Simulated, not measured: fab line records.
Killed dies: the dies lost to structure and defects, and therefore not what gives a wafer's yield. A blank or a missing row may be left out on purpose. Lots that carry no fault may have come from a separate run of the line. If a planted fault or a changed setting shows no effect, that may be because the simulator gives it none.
Which of the tools did it? || flow n5-finfet || 28 wafers from 10 lots sampled at 5 of the route's 1938 steps

WHAT THE GAUGES READ, wafer by wafer
N5_BEOL_M4_RC_MEAS_101. Usual: DIBL_N 37.7 mV/V, standard deviation 2; DIBL_P 37.7 mV/V, standard deviation 2.3; IOFF_N 0.18 nA/um, standard deviation 0.039; IOFF_P 0.23 nA/um, standard deviation 0.042; ION_N 681 uA/um, standard deviation 12; ION_P 463 uA/um, standard deviation 8; SS_N 71.9 mV/dec, standard deviation 0.68; SS_P 73.6 mV/dec, standard deviation 0.71; VT_N 248 mV, standard deviation 3.2; VT_P -249 mV, standard deviation 3.1.
{"lot": "L624", "measured": "day 12 07:17", "on": "prober-01", "DIBL_N (mV/V)": "36.6 38.5 40.1", "DIBL_P (mV/V)": "36.6 38.0 42.1", "IOFF_N (nA/um)": "0.17 0.20 0.26", "IOFF_P (nA/um)": "0.24 0.25 0.36", "ION_N (uA/um)": "669 675 688", "ION_P (uA/um)": "464 460 471", "SS_N (mV/dec)": "72.1 72.3 72.8", "SS_P (mV/dec)": "72.7 73.1 73.9", "VT_N (mV)": "249 248 243", "VT_P (mV)": "-245 -243 -241", "flag": ""}
{"lot": "L626", "measured": "day 12 01:04", "on": "prober-02", "DIBL_N (mV/V)": "42.7 36.7 42.0", "DIBL_P (mV/V)": "41.4 34.8 40.6", "IOFF_N (nA/um)": "0.26 0.13 0.25", "IOFF_P (nA/um)": "0.31 0.18 0.30", "ION_N (uA/um)": "704 672 707", "ION_P (uA/um)": "480 465 482", "SS_N (mV/dec)": "73.3 71.3 72.9", "SS_P (mV/dec)": "74.6 72.9 74.4", "VT_N (mV)": "244 254 245", "VT_P (mV)": "-245 -254 -247", "flag": ""}
{"lot": "L630", "measured": "day 13 17:46", "on": "prober-01", "DIBL_N (mV/V)": "36.3 39.2", "DIBL_P (mV/V)": "37.5 41.1", "IOFF_N (nA/um)": "0.16 0.23", "IOFF_P (nA/um)": "0.21 0.26", "ION_N (uA/um)": "684 700", "ION_P (uA/um)": "469 471", "SS_N (mV/dec)": "72.1 72.5", "SS_P (mV/dec)": "73.8 75.4", "VT_N (mV)": "252 245", "VT_P (mV)": "-249 -248", "flag": ""}
{"lot": "L632", "measured": "day 13 18:59", "on": "prober-02", "DIBL_N (mV/V)": "38.7 36.7 37.4", "DIBL_P (mV/V)": "39.1 36.1 39.1", "IOFF_N (nA/um)": "0.19 0.15 0.18", "IOFF_P (nA/um)": "0.25 0.18 0.25", "ION_N (uA/um)": "679 680 695", "ION_P (uA/um)": "459 458 471", "SS_N (mV/dec)": "72.9 72.5 72.8", "SS_P (mV/dec)": "74.1 73.9 74.3", "VT_N (mV)": "248 250 251", "VT_P (mV)": "-251 -256 -250", "flag": ""}
{"lot": "L633", "measured": "day 13 21:57", "on": "prober-01", "DIBL_N (mV/V)": "37.6 40.3 38.8", "DIBL_P (mV/V)": "36.9 38.5 38.6", "IOFF_N (nA/um)": "0.16 0.23 0.18", "IOFF_P (nA/um)": "0.23 0.25 0.24", "ION_N (uA/um)": "664 682 670", "ION_P (uA/um)": "460 461 455", "SS_N (mV/dec)": "72.0 72.7 71.5", "SS_P (mV/dec)": "74.0 74.1 73.5", "VT_N (mV)": "250 247 251", "VT_P (mV)": "-249 -245 -250", "flag": ""}
{"lot": "L634", "measured": "day 14 11:06", "on": "prober-02", "DIBL_N (mV/V)": "34.1 36.3 34.2", "DIBL_P (mV/V)": "34.6 37.9 35.2", "IOFF_N (nA/um)": "0.14 0.19 0.16", "IOFF_P (nA/um)": "0.18 0.24 0.19", "ION_N (uA/um)": "668 697 689", "ION_P (uA/um)": "453 472 470", "SS_N (mV/dec)": "70.5 72.3 71.6", "SS_P (mV/dec)": "72.2 73.2 73.5", "VT_N (mV)": "250 247 247", "VT_P (mV)": "-252 -248 -249", "flag": ""}
{"lot": "L637", "measured": "day 15 17:26", "on": "prober-01", "DIBL_N (mV/V)": "34.6 36.4 39.1", "DIBL_P (mV/V)": "35.0 37.2 40.1", "IOFF_N (nA/um)": "0.14 0.16 0.21", "IOFF_P (nA/um)": "0.19 0.22 0.27", "ION_N (uA/um)": "668 673 685", "ION_P (uA/um)": "461 461 458", "SS_N (mV/dec)": "70.6 71.1 72.7", "SS_P (mV/dec)": "73.0 73.6 73.4", "VT_N (mV)": "249 251 247", "VT_P (mV)": "-250 -251 -248", "flag": ""}
{"lot": "L639", "measured": "day 15 08:53", "on": "prober-01", "DIBL_N (mV/V)": "40.9 37.4", "DIBL_P (mV/V)": "40.7 36.3", "IOFF_N (nA/um)": "0.22 0.16", "IOFF_P (nA/um)": "0.30 0.22", "ION_N (uA/um)": "692 676", "ION_P (uA/um)": "477 468", "SS_N (mV/dec)": "72.4 71.1", "SS_P (mV/dec)": "74.6 73.8", "VT_N (mV)": "244 248", "VT_P (mV)": "-242 -250", "flag": ""}
{"lot": "L646", "measured": "day 17 05:06", "on": "prober-02", "DIBL_N (mV/V)": "39.4 36.0 38.5", "DIBL_P (mV/V)": "38.3 34.0 39.8", "IOFF_N (nA/um)": "0.22 0.17 0.22", "IOFF_P (nA/um)": "0.26 0.19 0.30", "ION_N (uA/um)": "685 680 688", "ION_P (uA/um)": "469 459 471", "SS_N (mV/dec)": "73.2 71.6 71.4", "SS_P (mV/dec)": "73.9 72.8 73.6", "VT_N (mV)": "245 249 244", "VT_P (mV)": "-247 -251 -246", "flag": ""}
{"lot": "L647", "measured": "day 17 18:26", "on": "prober-02", "DIBL_N (mV/V)": "36.5 33.3 36.9", "DIBL_P (mV/V)": "36.5 31.9 37.3", "IOFF_N (nA/um)": "0.16 0.12 0.19", "IOFF_P (nA/um)": "0.26 0.17 0.26", "ION_N (uA/um)": "662 680 686", "ION_P (uA/um)": "460 463 475", "SS_N (mV/dec)": "71.5 70.8 72.2", "SS_P (mV/dec)": "73.6 73.0 74.0", "VT_N (mV)": "250 248 248", "VT_P (mV)": "-245 -251 -246", "flag": ""}

EACH LOT AND THE TOOL THAT RAN IT (in order: tool; ch and the chambers of the sampled wafers; start)
{"lot": "L624", "N5_HKMG_FIN_ETCH_86": "rie-diel-01 ch 0,3, day 4 12:29", "N5_HKMG_FIN_ALD_71": "ald-metal-02 ch 0,1, day 4 13:13", "N5_HKMG_FIN_ALD_21": "ald-metal-02 ch 0,1,3, day 4 14:18", "N5_HKMG_FIN_CMP_23": "cmp-03 ch 0,2,3, day 4 14:55"}
{"lot": "L626", "N5_HKMG_FIN_ETCH_86": "rie-diel-01 ch 0,1, day 4 13:56", "N5_HKMG_FIN_ALD_71": "ald-metal-01 ch 0,1,2, day 4 14:41", "N5_HKMG_FIN_ALD_21": "ald-metal-02 ch 1,2, day 4 15:46", "N5_HKMG_FIN_CMP_23": "cmp-02 ch 2,3, day 4 16:25"}
{"lot": "L630", "N5_HKMG_FIN_ETCH_86": "rie-diel-04 ch 1, day 5 21:05", "N5_HKMG_FIN_ALD_71": "ald-metal-02 ch 1,2, day 5 21:49", "N5_HKMG_FIN_ALD_21": "ald-metal-01 ch 2,3, day 5 23:00", "N5_HKMG_FIN_CMP_23": "cmp-02 ch 1,2, day 5 23:46"}
{"lot": "L632", "N5_HKMG_FIN_ETCH_86": "rie-diel-01 ch 0,2,3, day 6 07:20", "N5_HKMG_FIN_ALD_71": "ald-metal-01 ch 2,3, day 6 08:04", "N5_HKMG_FIN_ALD_21": "ald-metal-01 ch 0,1,2, day 6 09:10", "N5_HKMG_FIN_CMP_23": "cmp-03 ch 2,3, day 6 09:41"}
{"lot": "L633", "N5_HKMG_FIN_ETCH_86": "rie-diel-05 ch 0,2,3, day 6 14:17", "N5_HKMG_FIN_ALD_71": "ald-metal-01 ch 1,2,3, day 6 15:02", "N5_HKMG_FIN_ALD_21": "ald-metal-03 ch 0,1,3, day 6 16:07", "N5_HKMG_FIN_CMP_23": "cmp-01 ch 1,3, day 6 16:40"}
{"lot": "L634", "N5_HKMG_FIN_ETCH_86": "rie-diel-01 ch 1,2,3, day 6 23:53", "N5_HKMG_FIN_ALD_71": "ald-metal-02 ch 0,1, day 7 00:37", "N5_HKMG_FIN_ALD_21": "ald-metal-01 ch 0,1,3, day 7 01:43", "N5_HKMG_FIN_CMP_23": "cmp-02 ch 0,3, day 7 02:14"}
{"lot": "L637", "N5_HKMG_FIN_ETCH_86": "rie-diel-04 ch 0,1,3, day 7 13:19", "N5_HKMG_FIN_ALD_71": "ald-metal-01 ch 0,2,3, day 7 14:03", "N5_HKMG_FIN_ALD_21": "ald-metal-01 ch 0,2,3, day 7 15:08", "N5_HKMG_FIN_CMP_23": "cmp-01 ch 0,3, day 7 15:40"}
{"lot": "L639", "N5_HKMG_FIN_ETCH_86": "rie-diel-04 ch 1,3, day 7 23:29", "N5_HKMG_FIN_ALD_71": "ald-metal-02 ch 0,2, day 8 00:13", "N5_HKMG_FIN_ALD_21": "ald-metal-01 ch 0,2, day 8 01:40", "N5_HKMG_FIN_CMP_23": "cmp-02 ch 1,2, day 8 02:12"}
{"lot": "L646", "N5_HKMG_FIN_ETCH_86": "rie-diel-01 ch 0,1, day 9 16:48", "N5_HKMG_FIN_ALD_71": "ald-metal-02 ch 0,1,3, day 9 17:34", "N5_HKMG_FIN_ALD_21": "ald-metal-02 ch 0,1,3, day 9 18:50", "N5_HKMG_FIN_CMP_23": "cmp-01 ch 0,1,2, day 9 19:36"}
{"lot": "L647", "N5_HKMG_FIN_ETCH_86": "rie-diel-01 ch 0,1,3, day 10 03:14", "N5_HKMG_FIN_ALD_71": "ald-metal-02 ch 0,2,3, day 10 03:58", "N5_HKMG_FIN_ALD_21": "ald-metal-03 ch 0,2,3, day 10 05:05", "N5_HKMG_FIN_CMP_23": "cmp-01 ch 1,2, day 10 05:37"}
- N5_HKMG_FIN_ETCH_86: etches SOC in N2/H2, stops on TiN, target depth 393.2 nm.
- N5_HKMG_FIN_ALD_71: deposits TiN, target thk 1 nm, pulse time 1 s, purge time 3 s.
- N5_HKMG_FIN_ALD_21: deposits TiN, target thk 1.5 nm, pulse time 1 s, purge time 3 s.
- N5_HKMG_FIN_CMP_23: polishes, stops on SiNx, t overpolish 10 s, target thk 46.326 nm.

WHAT THE TOOLS THEMSELVES READ (means of the sampled wafers that have a number; where no wafer has one, the mark that the record gives instead)
N5_HKMG_FIN_ETCH_86. Usual: chamber-pressure-mTorr 30.00 mTorr, standard deviation 0.031; drypump-motor-current-A 5.9 A, standard deviation 0.4; oes-product-au 0.78 a.u., standard deviation 0.081; rf-vpp-V 241.2 V, standard deviation 1.2; showerhead-plenum-p-Torr 2.59 Torr, standard deviation 0.078; throttle-valve-pct 17.80 %, standard deviation 0.26.
{"lot": "L624", "tool": "rie-diel-01", "chamber-pressure-mTorr (mTorr)": 29.96, "drypump-motor-current-A (A)": 6.4, "oes-product-au (a.u.)": 0.80, "rf-vpp-V (V)": 242.6, "showerhead-plenum-p-Torr (Torr)": 2.61, "throttle-valve-pct (%)": 17.67, "flag": ""}
{"lot": "L626", "tool": "rie-diel-01", "chamber-pressure-mTorr (mTorr)": 30.06, "drypump-motor-current-A (A)": 6.0, "oes-product-au (a.u.)": 0.75, "rf-vpp-V (V)": 241.4, "showerhead-plenum-p-Torr (Torr)": 2.58, "throttle-valve-pct (%)": 18.02, "flag": ""}
{"lot": "L630", "tool": "rie-diel-04", "chamber-pressure-mTorr (mTorr)": 30.02, "drypump-motor-current-A (A)": 6.3, "oes-product-au (a.u.)": 0.93, "rf-vpp-V (V)": 242.2, "showerhead-plenum-p-Torr (Torr)": 2.62, "throttle-valve-pct (%)": 17.99, "flag": ""}
{"lot": "L632", "tool": "rie-diel-01", "chamber-pressure-mTorr (mTorr)": 29.96, "drypump-motor-current-A (A)": 6.0, "oes-product-au (a.u.)": 0.78, "rf-vpp-V (V)": 240.9, "showerhead-plenum-p-Torr (Torr)": 2.61, "throttle-valve-pct (%)": 17.71, "flag": ""}
{"lot": "L633", "tool": "rie-diel-05", "chamber-pressure-mTorr (mTorr)": 30.03, "drypump-motor-current-A (A)": 6.1, "oes-product-au (a.u.)": 0.89, "rf-vpp-V (V)": 241.9, "showerhead-plenum-p-Torr (Torr)": 2.65, "throttle-valve-pct (%)": 17.43, "flag": ""}
{"lot": "L634", "tool": "rie-diel-01", "chamber-pressure-mTorr (mTorr)": 29.97, "drypump-motor-current-A (A)": 6.0, "oes-product-au (a.u.)": 0.72, "rf-vpp-V (V)": 239.8, "showerhead-plenum-p-Torr (Torr)": 2.53, "throttle-valve-pct (%)": 17.76, "flag": ""}
{"lot": "L637", "tool": "rie-diel-04", "chamber-pressure-mTorr (mTorr)": 29.99, "drypump-motor-current-A (A)": 5.7, "oes-product-au (a.u.)": 0.76, "rf-vpp-V (V)": 241.1, "showerhead-plenum-p-Torr (Torr)": 2.58, "throttle-valve-pct (%)": 18.04, "flag": ""}
{"lot": "L639", "tool": "rie-diel-04", "chamber-pressure-mTorr (mTorr)": 30.00, "drypump-motor-current-A (A)": 6.0, "oes-product-au (a.u.)": 0.80, "rf-vpp-V (V)": 240.8, "showerhead-plenum-p-Torr (Torr)": 2.61, "throttle-valve-pct (%)": 17.99, "flag": ""}
{"lot": "L646", "tool": "rie-diel-01", "chamber-pressure-mTorr (mTorr)": 30.00, "drypump-motor-current-A (A)": 6.0, "oes-product-au (a.u.)": 0.71, "rf-vpp-V (V)": 240.8, "showerhead-plenum-p-Torr (Torr)": 2.56, "throttle-valve-pct (%)": 18.10, "flag": ""}
{"lot": "L647", "tool": "rie-diel-01", "chamber-pressure-mTorr (mTorr)": 30.05, "drypump-motor-current-A (A)": 6.2, "oes-product-au (a.u.)": 0.73, "rf-vpp-V (V)": 240.4, "showerhead-plenum-p-Torr (Torr)": 2.58, "throttle-valve-pct (%)": 17.91, "flag": ""}

N5_HKMG_FIN_ALD_71. Usual: chamber-pressure-Torr 3.000 Torr, standard deviation 0.007; heater-power-w 878 W, standard deviation 94; precursor-pulse-height-rel 1.003, standard deviation 0.02.
{"lot": "L624", "tool": "ald-metal-02", "chamber-pressure-Torr (Torr)": 3.001, "heater-power-w (W)": 802, "precursor-pulse-height-rel": 1.019, "flag": ""}
{"lot": "L626", "tool": "ald-metal-01", "chamber-pressure-Torr (Torr)": 2.997, "heater-power-w (W)": 877, "precursor-pulse-height-rel": 1.016, "flag": ""}
{"lot": "L630", "tool": "ald-metal-02", "chamber-pressure-Torr (Torr)": 3.003, "heater-power-w (W)": 922, "precursor-pulse-height-rel": 0.988, "flag": ""}
{"lot": "L632", "tool": "ald-metal-01", "chamber-pressure-Torr (Torr)": 3.001, "heater-power-w (W)": 854, "precursor-pulse-height-rel": 1.029, "flag": ""}
{"lot": "L633", "tool": "ald-metal-01", "chamber-pressure-Torr (Torr)": 3.004, "heater-power-w (W)": 918, "precursor-pulse-height-rel": 0.995, "flag": ""}
{"lot": "L634", "tool": "ald-metal-02", "chamber-pressure-Torr (Torr)": 2.992, "heater-power-w (W)": 802, "precursor-pulse-height-rel": 0.968, "flag": ""}
{"lot": "L637", "tool": "ald-metal-01", "chamber-pressure-Torr (Torr)": 2.995, "heater-power-w (W)": 865, "precursor-pulse-height-rel": 0.990, "flag": ""}
{"lot": "L639", "tool": "ald-metal-02", "chamber-pressure-Torr (Torr)": 2.995, "heater-power-w (W)": 794, "precursor-pulse-height-rel": 1.004, "flag": ""}
{"lot": "L646", "tool": "ald-metal-02", "chamber-pressure-Torr (Torr)": 2.999, "heater-power-w (W)": 885, "precursor-pulse-height-rel": 1.005, "flag": ""}
{"lot": "L647", "tool": "ald-metal-02", "chamber-pressure-Torr (Torr)": 3.006, "heater-power-w (W)": 837, "precursor-pulse-height-rel": 1.008, "flag": ""}

N5_HKMG_FIN_ALD_21. Usual: chamber-pressure-Torr 3.000 Torr, standard deviation 0.0062; heater-power-w 877 W, standard deviation 88; precursor-pulse-height-rel 0.996, standard deviation 0.02.
{"lot": "L624", "tool": "ald-metal-02", "chamber-pressure-Torr (Torr)": 3.002, "heater-power-w (W)": 889, "precursor-pulse-height-rel": 0.990, "flag": ""}
{"lot": "L626", "tool": "ald-metal-02", "chamber-pressure-Torr (Torr)": 3.000, "heater-power-w (W)": 892, "precursor-pulse-height-rel": 0.968, "flag": ""}
{"lot": "L630", "tool": "ald-metal-01", "chamber-pressure-Torr (Torr)": 3.002, "heater-power-w (W)": 890, "precursor-pulse-height-rel": 0.982, "flag": ""}
{"lot": "L632", "tool": "ald-metal-01", "chamber-pressure-Torr (Torr)": 3.006, "heater-power-w (W)": 869, "precursor-pulse-height-rel": 0.990, "flag": ""}
{"lot": "L633", "tool": "ald-metal-03", "chamber-pressure-Torr (Torr)": 3.002, "heater-power-w (W)": 896, "precursor-pulse-height-rel": 0.981, "flag": ""}
{"lot": "L634", "tool": "ald-metal-01", "chamber-pressure-Torr (Torr)": 2.998, "heater-power-w (W)": 929, "precursor-pulse-height-rel": 0.996, "flag": ""}
{"lot": "L637", "tool": "ald-metal-01", "chamber-pressure-Torr (Torr)": 2.998, "heater-power-w (W)": 847, "precursor-pulse-height-rel": 0.983, "flag": ""}
{"lot": "L639", "tool": "ald-metal-01", "chamber-pressure-Torr (Torr)": 2.997, "heater-power-w (W)": 802, "precursor-pulse-height-rel": 0.992, "flag": ""}
{"lot": "L646", "tool": "ald-metal-02", "chamber-pressure-Torr (Torr)": 2.999, "heater-power-w (W)": 883, "precursor-pulse-height-rel": 0.986, "flag": ""}
{"lot": "L647", "tool": "ald-metal-03", "chamber-pressure-Torr (Torr)": 2.996, "heater-power-w (W)": 915, "precursor-pulse-height-rel": 0.991, "flag": ""}

N5_HKMG_FIN_CMP_23. Usual: motor-current-A 11.6 A, standard deviation 1.4; platen-rpm 50.29 rpm, standard deviation 0.035; slurry-filter-dp-kPa 13.49 kPa, standard deviation 0.14.
{"lot": "L624", "tool": "cmp-03", "motor-current-A (A)": 13.0, "platen-rpm (rpm)": 50.31, "slurry-filter-dp-kPa (kPa)": 13.52, "flag": ""}
{"lot": "L626", "tool": "cmp-02", "motor-current-A (A)": 11.1, "platen-rpm (rpm)": 50.27, "slurry-filter-dp-kPa (kPa)": 13.53, "flag": ""}
{"lot": "L630", "tool": "cmp-02", "motor-current-A (A)": 9.9, "platen-rpm (rpm)": 50.30, "slurry-filter-dp-kPa (kPa)": 13.57, "flag": ""}
{"lot": "L632", "tool": "cmp-03", "motor-current-A (A)": 12.7, "platen-rpm (rpm)": 50.29, "slurry-filter-dp-kPa (kPa)": 13.52, "flag": ""}
{"lot": "L633", "tool": "cmp-01", "motor-current-A (A)": 11.2, "platen-rpm (rpm)": 50.29, "slurry-filter-dp-kPa (kPa)": 13.63, "flag": ""}
{"lot": "L634", "tool": "cmp-02", "motor-current-A (A)": 11.2, "platen-rpm (rpm)": 50.24, "slurry-filter-dp-kPa (kPa)": 13.48, "flag": ""}
{"lot": "L637", "tool": "cmp-01", "motor-current-A (A)": 11.9, "platen-rpm (rpm)": 50.25, "slurry-filter-dp-kPa (kPa)": 13.53, "flag": ""}
{"lot": "L639", "tool": "cmp-02", "motor-current-A (A)": 9.9, "platen-rpm (rpm)": 50.25, "slurry-filter-dp-kPa (kPa)": 13.37, "flag": ""}
{"lot": "L646", "tool": "cmp-01", "motor-current-A (A)": 12.3, "platen-rpm (rpm)": 50.28, "slurry-filter-dp-kPa (kPa)": 13.47, "flag": ""}
{"lot": "L647", "tool": "cmp-01", "motor-current-A (A)": 12.1, "platen-rpm (rpm)": 50.27, "slurry-filter-dp-kPa (kPa)": 13.45, "flag": ""}

THE ANSWER, worked out from the rows above alone
Rule: a lot is off if the mean of its wafers that have a number lies more than 3 standard deviations from the usual mean. Also off: a lot with no number at a reading for which 4 or more lots have one. All remaining lots with rows at the step are treated as sound. First the gauges in route order, then the tools' own readings, where a lot's mean is used as printed above. At the first step where some lot is off, the reading lying furthest off is the one used; lots without a number count as furthest.
Across all readings shown, no lot is off: no conclusion can be drawn from this.

WHAT THE SIMULATOR HAD PUT IN
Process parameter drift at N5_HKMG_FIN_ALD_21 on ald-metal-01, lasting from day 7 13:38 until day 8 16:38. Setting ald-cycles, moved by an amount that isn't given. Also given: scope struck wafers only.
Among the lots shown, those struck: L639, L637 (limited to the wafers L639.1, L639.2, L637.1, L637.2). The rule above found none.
